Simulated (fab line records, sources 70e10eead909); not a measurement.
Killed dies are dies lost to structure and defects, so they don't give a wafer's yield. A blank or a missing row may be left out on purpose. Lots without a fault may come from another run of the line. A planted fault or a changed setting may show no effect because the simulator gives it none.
Chamber matching | flow nand_harc | NHARC_P_CONTACT_CMP_24 on cmp-03: 4 sister chambers
The step polishes, t overpolish 30 s, target thk 200 nm. 18 wafers are shown with their chamber, then 9 later ones without.

WAFERS WITH THEIR CHAMBER
wafer  | chamber | motor_current_A (A) | time_to_endpoint_s (s) | slurry_filter_dp_kPa (kPa)
L080.2 | 0       | 12.2                | 35.1                   | 13.59
L080.3 | 3       | 14.6                | 39.1                   | 13.54
L080.6 | 1       | 11.6                | 38.5                   | 13.55
L084.1 | 2       | 10.0                | 39.6                   | 13.35
L084.2 | 1       | 12.3                | 39.8                   | 13.45
L084.3 | 3       | 14.0                | 38.2                   | 13.36
L088.1 | 3       | 14.4                | 39.4                   | 13.45
L088.2 | 1       | 11.8                | 43.8                   | 13.49
L088.3 | 2       | 9.9                 | 42.1                   | 13.61
L087.1 | 0       | 13.1                | 37.9                   | 13.61
L087.2 | 1       | 11.7                | 42.5                   | 13.52
L087.4 | 3       | 14.8                | 41.4                   | 13.39
L089.1 | 1       | 12.1                | 40.9                   | 13.39
L089.3 | 0       | 12.7                | 41.6                   | 13.34
L089.6 | 2       | 10.4                | 44.5                   | 13.31
L091.3 | 0       | 12.5                | 41.6                   | 13.53
L091.5 | 1       | 12.4                | 39.6                   | 13.41
L091.6 | 0       | 12.6                | 38.3                   | 13.53

SIGNATURES (means of the wafers above)
reading              | chamber 0 | chamber 1 | chamber 2 | chamber 3 | scatter within a chamber
motor_current_A      | 12.620    | 11.983    | 10.100    | 14.450    | 0.324
time_to_endpoint_s   | 38.900    | 40.850    | 42.067    | 39.525    | 2.2
slurry_filter_dp_kPa | 13.5200   | 13.4683   | 13.4233   | 13.4350   | 0.099
Rule: a wafer's distance from a chamber is the root of the sum, over the readings, of the square of ((its reading less the chamber's mean) divided by the reading's scatter). The wafer belongs to the nearest chamber; if the next one is less than 2 further off, it can't be placed. The scatter: the root of (the sum of the squares of (reading less its chamber's mean) over the shown wafers, divided by (wafers less chambers)).

WAFERS WITHOUT THEIR CHAMBER
wafer  | motor_current_A (A) | time_to_endpoint_s (s) | slurry_filter_dp_kPa (kPa)
L093.2 | 13.8                | 42.0                   | 13.35
L093.3 | 12.5                | 40.2                   | 13.28
L093.6 | 12.6                | 40.4                   | 13.44
L092.3 | 11.9                | 40.5                   | 13.62
L092.5 | 14.7                | 40.0                   | 13.38
L092.6 | 9.8                 | 41.7                   | 13.29
L097.2 | 15.2                | 41.9                   | 13.65
L097.3 | 10.6                | 45.2                   | 13.39
L097.6 | 14.2                | 42.3                   | 13.53

WHICH CHAMBER EACH WENT THROUGH
wafer  | from the rows above     | in truth
L093.2 | can't be placed: 3 or 0 | 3
L093.3 | can't be placed: 1 or 0 | 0
L093.6 | can't be placed: 0 or 1 | 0
L092.3 | can't be placed: 1 or 0 | 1
L092.5 | 3                       | 3
L092.6 | 2                       | 2
L097.2 | 3                       | 3
L097.3 | 2                       | 2
L097.6 | 3                       | 3
Placed correctly: 5 of 9. Can't be placed from these rows: 4 (the true chamber is among the candidates in 4). Placed wrongly: 0.
